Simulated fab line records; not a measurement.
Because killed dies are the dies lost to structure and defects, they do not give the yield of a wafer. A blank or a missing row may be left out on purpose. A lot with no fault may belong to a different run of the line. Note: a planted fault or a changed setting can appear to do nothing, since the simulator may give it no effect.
What tool caused it? || flow nand_harc || 36 wafers from 12 lots sampled at 5 of the route's 1302 steps

## WHAT THE GAUGES SHOWED, per wafer
NHARC_END_SORT_01.
{"lot": "L732", "measured": "day 24 20:01", "on": "prober-01", "killed_at_array": "81 72 66", "killed_at_other": "1 0 0", "killed_at_periphery": "2 1 5", "killed_dies": "84 73 71", "killed_open": "5 3 4", "killed_short": "1 1 2"}
{"lot": "L736", "measured": "day 27 03:20", "on": "prober-02", "killed_at_array": "34 63 42", "killed_at_other": "1 1 0", "killed_at_periphery": "5 2 0", "killed_dies": "40 66 42", "killed_open": "4 1 2", "killed_short": "1 3 1"}
{"lot": "L740", "measured": "day 28 10:43", "on": "prober-01", "killed_at_array": "61 75 56", "killed_at_other": "0 1 0", "killed_at_periphery": "0 6 2", "killed_dies": "61 82 58", "killed_open": "7 0 5", "killed_short": "2 6 2"}
{"lot": "L739", "measured": "day 28 11:32", "on": "prober-02", "killed_at_array": "41 38 42", "killed_at_other": "2 0 2", "killed_at_periphery": "8 7 4", "killed_dies": "51 45 48", "killed_open": "4 3 2", "killed_short": "1 3 1"}
{"lot": "L742", "measured": "day 28 20:07", "on": "prober-02", "killed_at_array": "37 42 37", "killed_at_other": "0 0 1", "killed_at_periphery": "0 2 1", "killed_dies": "37 44 39", "killed_open": "5 4 8", "killed_short": "0 4 1"}
{"lot": "L741", "measured": "day 28 20:07", "on": "prober-01", "killed_at_array": "673 673 675", "killed_at_other": "2 3 1", "killed_at_periphery": "2 1 1", "killed_dies": "677 677 677", "killed_open": "0 3 4", "killed_short": "2 2 1"}
{"lot": "L743", "measured": "day 29 18:41", "on": "prober-01", "killed_at_array": "668 671 669", "killed_at_other": "1 2 0", "killed_at_periphery": "8 4 8", "killed_dies": "677 677 677", "killed_open": "3 5 1", "killed_short": "1 1 0"}
{"lot": "L744", "measured": "day 29 07:43", "on": "prober-02", "killed_at_array": "673 673 674", "killed_at_other": "0 1 0", "killed_at_periphery": "4 3 3", "killed_dies": "677 677 677", "killed_open": "5 4 5", "killed_short": "0 4 4"}
{"lot": "L751", "measured": "day 32 18:41", "on": "prober-01", "killed_at_array": "54 59 65", "killed_at_other": "2 0 2", "killed_at_periphery": "5 7 7", "killed_dies": "61 66 74", "killed_open": "2 3 5", "killed_short": "2 8 1"}
{"lot": "L750", "measured": "day 33 02:43", "on": "prober-01", "killed_at_array": "40 36 43", "killed_at_other": "0 0 0", "killed_at_periphery": "5 3 2", "killed_dies": "45 39 45", "killed_open": "7 1 3", "killed_short": "2 2 2"}
{"lot": "L749", "measured": "day 33 01:32", "on": "prober-02", "killed_at_array": "30 46 34", "killed_at_other": "2 0 3", "killed_at_periphery": "11 6 6", "killed_dies": "43 52 43", "killed_open": "5 5 2", "killed_short": "2 6 4"}
{"lot": "L752", "measured": "day 33 15:07", "on": "prober-02", "killed_at_array": "46 43 60", "killed_at_other": "2 5 2", "killed_at_periphery": "8 9 6", "killed_dies": "56 57 68", "killed_open": "3 3 3", "killed_short": "5 5 6"}

## EACH LOT AND THE TOOL THAT RAN IT (in order: tool; ch and the chambers of the sampled wafers; start)
{"lot": "L732", "NHARC_A_STAIRCASE_DESCUM_443": "rie_diel-13 ch 0,1, day 19 05:35", "NHARC_A_STAIRCASE_CMP_450": "cmp-01 ch 0,1, day 19 10:52", "NHARC_A_STAIRCASE_CMP_152": "cmp-01 ch 0,1, day 19 10:57", "NHARC_A_STAIRCASE_ETCHBACK_157": "rie_diel-13 ch 1,3, day 19 11:49"}
{"lot": "L736", "NHARC_A_STAIRCASE_DESCUM_443": "rie_diel-02 ch 0,3, day 21 15:32", "NHARC_A_STAIRCASE_CMP_450": "cmp-01 ch 0,2,3, day 21 22:28", "NHARC_A_STAIRCASE_CMP_152": "cmp-01 ch 0,2,3, day 21 22:32", "NHARC_A_STAIRCASE_ETCHBACK_157": "rie_diel-10 ch 1,3, day 21 23:23"}
{"lot": "L740", "NHARC_A_STAIRCASE_DESCUM_443": "rie_diel-10 ch 0,1,2, day 22 21:20", "NHARC_A_STAIRCASE_CMP_450": "cmp-02 ch 1,2,3, day 23 03:05", "NHARC_A_STAIRCASE_CMP_152": "cmp-02 ch 1,2,3, day 23 03:09", "NHARC_A_STAIRCASE_ETCHBACK_157": "rie_diel-02 ch 1,2,3, day 23 03:58"}
{"lot": "L739", "NHARC_A_STAIRCASE_DESCUM_443": "rie_diel-02 ch 1,2,3, day 22 22:07", "NHARC_A_STAIRCASE_CMP_450": "cmp-04 ch 0,2,3, day 23 03:34", "NHARC_A_STAIRCASE_CMP_152": "cmp-04 ch 0,2,3, day 23 03:38", "NHARC_A_STAIRCASE_ETCHBACK_157": "rie_diel-13 ch 1,2,3, day 23 04:28"}
{"lot": "L742", "NHARC_A_STAIRCASE_DESCUM_443": "rie_diel-10 ch 0,1,2, day 23 11:41", "NHARC_A_STAIRCASE_CMP_450": "cmp-02 ch 0,1,3, day 23 16:58", "NHARC_A_STAIRCASE_CMP_152": "cmp-02 ch 0,1,3, day 23 17:03", "NHARC_A_STAIRCASE_ETCHBACK_157": "rie_diel-13 ch 0,2,3, day 23 18:05"}
{"lot": "L741", "NHARC_A_STAIRCASE_DESCUM_443": "rie_diel-02 ch 0,1,2, day 23 11:50", "NHARC_A_STAIRCASE_CMP_450": "cmp-04 ch 0,3, day 23 17:10", "NHARC_A_STAIRCASE_CMP_152": "cmp-04 ch 0,3, day 23 17:14", "NHARC_A_STAIRCASE_ETCHBACK_157": "rie_diel-13 ch 0,3, day 23 18:15"}
{"lot": "L743", "NHARC_A_STAIRCASE_DESCUM_443": "rie_diel-10 ch 2,3, day 23 16:11", "NHARC_A_STAIRCASE_CMP_450": "cmp-04 ch 1,2,3, day 23 21:24", "NHARC_A_STAIRCASE_CMP_152": "cmp-04 ch 1,2,3, day 23 21:28", "NHARC_A_STAIRCASE_ETCHBACK_157": "rie_diel-13 ch 0,3, day 23 22:17"}
{"lot": "L744", "NHARC_A_STAIRCASE_DESCUM_443": "rie_diel-02 ch 1,3, day 23 16:22", "NHARC_A_STAIRCASE_CMP_450": "cmp-01 ch 1,3, day 23 21:36", "NHARC_A_STAIRCASE_CMP_152": "cmp-01 ch 1,3, day 23 21:40", "NHARC_A_STAIRCASE_ETCHBACK_157": "rie_diel-13 ch 1,2, day 23 22:32"}
{"lot": "L751", "NHARC_A_STAIRCASE_DESCUM_443": "rie_diel-13 ch 0,1,3, day 27 00:26", "NHARC_A_STAIRCASE_CMP_450": "cmp-04 ch 1,2,3, day 27 05:42", "NHARC_A_STAIRCASE_CMP_152": "cmp-04 ch 1,2,3, day 27 05:47", "NHARC_A_STAIRCASE_ETCHBACK_157": "rie_diel-13 ch 0,1,3, day 27 06:35"}
{"lot": "L750", "NHARC_A_STAIRCASE_DESCUM_443": "rie_diel-02 ch 0,1,2, day 27 00:28", "NHARC_A_STAIRCASE_CMP_450": "cmp-01 ch 0,1,2, day 27 05:59", "NHARC_A_STAIRCASE_CMP_152": "cmp-01 ch 0,1,2, day 27 06:04", "NHARC_A_STAIRCASE_ETCHBACK_157": "rie_diel-13 ch 0,3, day 27 06:52"}
{"lot": "L749", "NHARC_A_STAIRCASE_DESCUM_443": "rie_diel-10 ch 0,2,3, day 27 00:29", "NHARC_A_STAIRCASE_CMP_450": "cmp-02 ch 0,1,3, day 27 05:46", "NHARC_A_STAIRCASE_CMP_152": "cmp-02 ch 0,1,3, day 27 05:50", "NHARC_A_STAIRCASE_ETCHBACK_157": "rie_diel-10 ch 0,2,3, day 27 06:40"}
{"lot": "L752", "NHARC_A_STAIRCASE_DESCUM_443": "rie_diel-10 ch 0,1,3, day 28 00:41", "NHARC_A_STAIRCASE_CMP_450": "cmp-02 ch 0,2,3, day 28 06:01", "NHARC_A_STAIRCASE_CMP_152": "cmp-02 ch 0,2,3, day 28 06:05", "NHARC_A_STAIRCASE_ETCHBACK_157": "rie_diel-02 ch 1,2,3, day 28 06:59"}
- NHARC_A_STAIRCASE_DESCUM_443: chemistry O2, time 3 s.
- NHARC_A_STAIRCASE_CMP_450: polishes SiO2, target thk 200 nm.
- NHARC_A_STAIRCASE_CMP_152: polishes.
- NHARC_A_STAIRCASE_ETCHBACK_157: etches the open film in CH3F/O2, target depth 90 nm, time 167.14 s.

## WHAT THE TOOLS THEMSELVES READ (means of the sampled wafers that have a number; where no wafer has one, the mark that the record gives instead)
NHARC_A_STAIRCASE_DESCUM_443.
{"lot": "L732", "tool": "rie_diel-13", "drypump_motor_current_A (A)": 6.0, "oes_product_au (a.u.)": 1.003, "rf_vpp_V (V)": 57.2, "showerhead_plenum_p_Torr (Torr)": 1.92, "throttle_valve_pct (%)": 11.313}
{"lot": "L736", "tool": "rie_diel-02", "drypump_motor_current_A (A)": 4.9, "oes_product_au (a.u.)": 1.005, "rf_vpp_V (V)": 58.1, "showerhead_plenum_p_Torr (Torr)": 1.94, "throttle_valve_pct (%)": 11.313}
{"lot": "L740", "tool": "rie_diel-10", "drypump_motor_current_A (A)": 5.5, "oes_product_au (a.u.)": 0.996, "rf_vpp_V (V)": 57.2, "showerhead_plenum_p_Torr (Torr)": 1.86, "throttle_valve_pct (%)": 11.310}
{"lot": "L739", "tool": "rie_diel-02", "drypump_motor_current_A (A)": 5.5, "oes_product_au (a.u.)": 1.006, "rf_vpp_V (V)": 59.3, "showerhead_plenum_p_Torr (Torr)": 1.96, "throttle_valve_pct (%)": 11.307}
{"lot": "L742", "tool": "rie_diel-10", "drypump_motor_current_A (A)": 5.5, "oes_product_au (a.u.)": 1.000, "rf_vpp_V (V)": 57.0, "showerhead_plenum_p_Torr (Torr)": 1.86, "throttle_valve_pct (%)": 11.321}
{"lot": "L741", "tool": "rie_diel-02", "drypump_motor_current_A (A)": 5.7, "oes_product_au (a.u.)": 1.002, "rf_vpp_V (V)": 58.3, "showerhead_plenum_p_Torr (Torr)": 1.97, "throttle_valve_pct (%)": 11.315}
{"lot": "L743", "tool": "rie_diel-10", "drypump_motor_current_A (A)": 5.4, "oes_product_au (a.u.)": 0.998, "rf_vpp_V (V)": 56.9, "showerhead_plenum_p_Torr (Torr)": 1.81, "throttle_valve_pct (%)": 11.313}
{"lot": "L744", "tool": "rie_diel-02", "drypump_motor_current_A (A)": 5.9, "oes_product_au (a.u.)": 1.004, "rf_vpp_V (V)": 58.5, "showerhead_plenum_p_Torr (Torr)": 2.01, "throttle_valve_pct (%)": 11.310}
{"lot": "L751", "tool": "rie_diel-13", "drypump_motor_current_A (A)": 5.8, "oes_product_au (a.u.)": 1.008, "rf_vpp_V (V)": 57.6, "showerhead_plenum_p_Torr (Torr)": 1.94, "throttle_valve_pct (%)": 11.313}
{"lot": "L750", "tool": "rie_diel-02", "drypump_motor_current_A (A)": 5.7, "oes_product_au (a.u.)": 1.010, "rf_vpp_V (V)": 58.3, "showerhead_plenum_p_Torr (Torr)": 1.96, "throttle_valve_pct (%)": 11.309}
{"lot": "L749", "tool": "rie_diel-10", "drypump_motor_current_A (A)": 5.5, "oes_product_au (a.u.)": 1.006, "rf_vpp_V (V)": 57.8, "showerhead_plenum_p_Torr (Torr)": 1.81, "throttle_valve_pct (%)": 11.310}
{"lot": "L752", "tool": "rie_diel-10", "drypump_motor_current_A (A)": 5.6, "oes_product_au (a.u.)": 1.007, "rf_vpp_V (V)": 57.7, "showerhead_plenum_p_Torr (Torr)": 1.83, "throttle_valve_pct (%)": 11.319}

NHARC_A_STAIRCASE_CMP_450.
{"lot": "L732", "tool": "cmp-01", "motor_current_A (A)": 9.8, "slurry_filter_dp_kPa (kPa)": 13.45}
{"lot": "L736", "tool": "cmp-01", "motor_current_A (A)": 10.3, "slurry_filter_dp_kPa (kPa)": 13.40}
{"lot": "L740", "tool": "cmp-02", "motor_current_A (A)": 12.2, "slurry_filter_dp_kPa (kPa)": 13.48}
{"lot": "L739", "tool": "cmp-04", "motor_current_A (A)": 12.1, "slurry_filter_dp_kPa (kPa)": 13.51}
{"lot": "L742", "tool": "cmp-02", "motor_current_A (A)": 12.5, "slurry_filter_dp_kPa (kPa)": 13.54}
{"lot": "L741", "tool": "cmp-04", "motor_current_A (A)": 11.1, "slurry_filter_dp_kPa (kPa)": 13.49}
{"lot": "L743", "tool": "cmp-04", "motor_current_A (A)": 12.3, "slurry_filter_dp_kPa (kPa)": 13.54}
{"lot": "L744", "tool": "cmp-01", "motor_current_A (A)": 10.5, "slurry_filter_dp_kPa (kPa)": 13.50}
{"lot": "L751", "tool": "cmp-04", "motor_current_A (A)": 12.4, "slurry_filter_dp_kPa (kPa)": 13.41}
{"lot": "L750", "tool": "cmp-01", "motor_current_A (A)": 10.0, "slurry_filter_dp_kPa (kPa)": 13.53}
{"lot": "L749", "tool": "cmp-02", "motor_current_A (A)": 12.6, "slurry_filter_dp_kPa (kPa)": 13.60}
{"lot": "L752", "tool": "cmp-02", "motor_current_A (A)": 11.9, "slurry_filter_dp_kPa (kPa)": 13.49}

NHARC_A_STAIRCASE_CMP_152.
{"lot": "L732", "tool": "cmp-01", "motor_current_A (A)": 9.9, "slurry_filter_dp_kPa (kPa)": 13.43}
{"lot": "L736", "tool": "cmp-01", "motor_current_A (A)": 10.4, "slurry_filter_dp_kPa (kPa)": 13.47}
{"lot": "L740", "tool": "cmp-02", "motor_current_A (A)": 12.3, "slurry_filter_dp_kPa (kPa)": 13.46}
{"lot": "L739", "tool": "cmp-04", "motor_current_A (A)": 11.9, "slurry_filter_dp_kPa (kPa)": 13.56}
{"lot": "L742", "tool": "cmp-02", "motor_current_A (A)": 12.3, "slurry_filter_dp_kPa (kPa)": 13.47}
{"lot": "L741", "tool": "cmp-04", "motor_current_A (A)": 11.3, "slurry_filter_dp_kPa (kPa)": 13.58}
{"lot": "L743", "tool": "cmp-04", "motor_current_A (A)": 11.9, "slurry_filter_dp_kPa (kPa)": 13.50}
{"lot": "L744", "tool": "cmp-01", "motor_current_A (A)": 10.2, "slurry_filter_dp_kPa (kPa)": 13.50}
{"lot": "L751", "tool": "cmp-04", "motor_current_A (A)": 12.0, "slurry_filter_dp_kPa (kPa)": 13.56}
{"lot": "L750", "tool": "cmp-01", "motor_current_A (A)": 9.8, "slurry_filter_dp_kPa (kPa)": 13.49}
{"lot": "L749", "tool": "cmp-02", "motor_current_A (A)": 12.1, "slurry_filter_dp_kPa (kPa)": 13.44}
{"lot": "L752", "tool": "cmp-02", "motor_current_A (A)": 11.8, "slurry_filter_dp_kPa (kPa)": 13.45}

NHARC_A_STAIRCASE_ETCHBACK_157.
{"lot": "L732", "tool": "rie_diel-13", "bias_w (W)": 100.0, "ch3f_flow_sccm (sccm)": 50.05, "drypump_motor_current_A (A)": 5.6, "oes_product_au (a.u.)": 1.00, "rf_vpp_V (V)": 242.6, "showerhead_plenum_p_Torr (Torr)": 2.36, "throttle_valve_pct (%)": 20.663}
{"lot": "L736", "tool": "rie_diel-10", "bias_w (W)": 99.6, "ch3f_flow_sccm (sccm)": 49.96, "drypump_motor_current_A (A)": 5.6, "oes_product_au (a.u.)": 0.92, "rf_vpp_V (V)": 243.6, "showerhead_plenum_p_Torr (Torr)": 2.40, "throttle_valve_pct (%)": 20.660}
{"lot": "L740", "tool": "rie_diel-02", "bias_w (W)": 100.2, "ch3f_flow_sccm (sccm)": 50.00, "drypump_motor_current_A (A)": 5.5, "oes_product_au (a.u.)": 0.93, "rf_vpp_V (V)": 245.5, "showerhead_plenum_p_Torr (Torr)": 2.51, "throttle_valve_pct (%)": 20.672}
{"lot": "L739", "tool": "rie_diel-13", "bias_w (W)": 100.5, "ch3f_flow_sccm (sccm)": 50.05, "drypump_motor_current_A (A)": 5.5, "oes_product_au (a.u.)": 1.00, "rf_vpp_V (V)": 244.5, "showerhead_plenum_p_Torr (Torr)": 2.50, "throttle_valve_pct (%)": 20.662}
{"lot": "L742", "tool": "rie_diel-13", "bias_w (W)": 99.9, "ch3f_flow_sccm (sccm)": 49.94, "drypump_motor_current_A (A)": 5.6, "oes_product_au (a.u.)": 1.00, "rf_vpp_V (V)": 244.0, "showerhead_plenum_p_Torr (Torr)": 2.45, "throttle_valve_pct (%)": 20.663}
{"lot": "L741", "tool": "rie_diel-13", "bias_w (W)": "-", "ch3f_flow_sccm (sccm)": "-", "drypump_motor_current_A (A)": "-", "oes_product_au (a.u.)": "-", "rf_vpp_V (V)": "-", "showerhead_plenum_p_Torr (Torr)": "-", "throttle_valve_pct (%)": "-"}
{"lot": "L743", "tool": "rie_diel-13", "bias_w (W)": "-", "ch3f_flow_sccm (sccm)": "-", "drypump_motor_current_A (A)": "-", "oes_product_au (a.u.)": "-", "rf_vpp_V (V)": "-", "showerhead_plenum_p_Torr (Torr)": "-", "throttle_valve_pct (%)": "-"}
{"lot": "L744", "tool": "rie_diel-13", "bias_w (W)": "-", "ch3f_flow_sccm (sccm)": "-", "drypump_motor_current_A (A)": "-", "oes_product_au (a.u.)": "-", "rf_vpp_V (V)": "-", "showerhead_plenum_p_Torr (Torr)": "-", "throttle_valve_pct (%)": "-"}
{"lot": "L751", "tool": "rie_diel-13", "bias_w (W)": 99.8, "ch3f_flow_sccm (sccm)": 49.94, "drypump_motor_current_A (A)": 5.8, "oes_product_au (a.u.)": 0.97, "rf_vpp_V (V)": 245.2, "showerhead_plenum_p_Torr (Torr)": 2.49, "throttle_valve_pct (%)": 20.665}
{"lot": "L750", "tool": "rie_diel-13", "bias_w (W)": 99.9, "ch3f_flow_sccm (sccm)": 49.93, "drypump_motor_current_A (A)": 5.8, "oes_product_au (a.u.)": 0.98, "rf_vpp_V (V)": 244.2, "showerhead_plenum_p_Torr (Torr)": 2.45, "throttle_valve_pct (%)": 20.668}
{"lot": "L749", "tool": "rie_diel-10", "bias_w (W)": 100.1, "ch3f_flow_sccm (sccm)": 49.95, "drypump_motor_current_A (A)": 5.5, "oes_product_au (a.u.)": 0.93, "rf_vpp_V (V)": 242.4, "showerhead_plenum_p_Torr (Torr)": 2.33, "throttle_valve_pct (%)": 20.659}
{"lot": "L752", "tool": "rie_diel-02", "bias_w (W)": 100.0, "ch3f_flow_sccm (sccm)": 49.88, "drypump_motor_current_A (A)": 5.5, "oes_product_au (a.u.)": 0.93, "rf_vpp_V (V)": 245.9, "showerhead_plenum_p_Torr (Torr)": 2.50, "throttle_valve_pct (%)": 20.661}

## THE ANSWER, worked out from the rows above alone
Rule: the usual values come from the lots themselves. The widest of any qualifying gaps counts: lots, ordered by their means at a reading, are off when they make up no more than a third of the lots, leave a main group of 4 or more, and stand apart from it by 3 or more times the standard deviation of that group's means. A main group whose means are all the same, to the digits that the tables above print for the reading, isn't used. Also off: a lot with no number at a reading for which 4 or more lots have one. Where the step has rows for the other lots, those lots are counted as sound. First the gauges in route order, then the tools' own readings, where a lot's mean is used as printed above. At the first step where some lot is off, the reading lying furthest off is the one used; lots without a number count as furthest.
Off at NHARC_END_SORT_01 (killed_dies): L741, L743, L744. Main group: mean 55, sd 12.
If a tool, at a process step before that reading, ran all the lots that are off and no sound lot after the first of them, it fits. Not tried: the gauges at NHARC_END_SORT_01; whatever is off there is also off at NHARC_A_STAIRCASE_ETCHBACK_157, on other tools, and gauge error can't account for it. None of those tried fits.

## WHAT THE SIMULATOR PUT IN
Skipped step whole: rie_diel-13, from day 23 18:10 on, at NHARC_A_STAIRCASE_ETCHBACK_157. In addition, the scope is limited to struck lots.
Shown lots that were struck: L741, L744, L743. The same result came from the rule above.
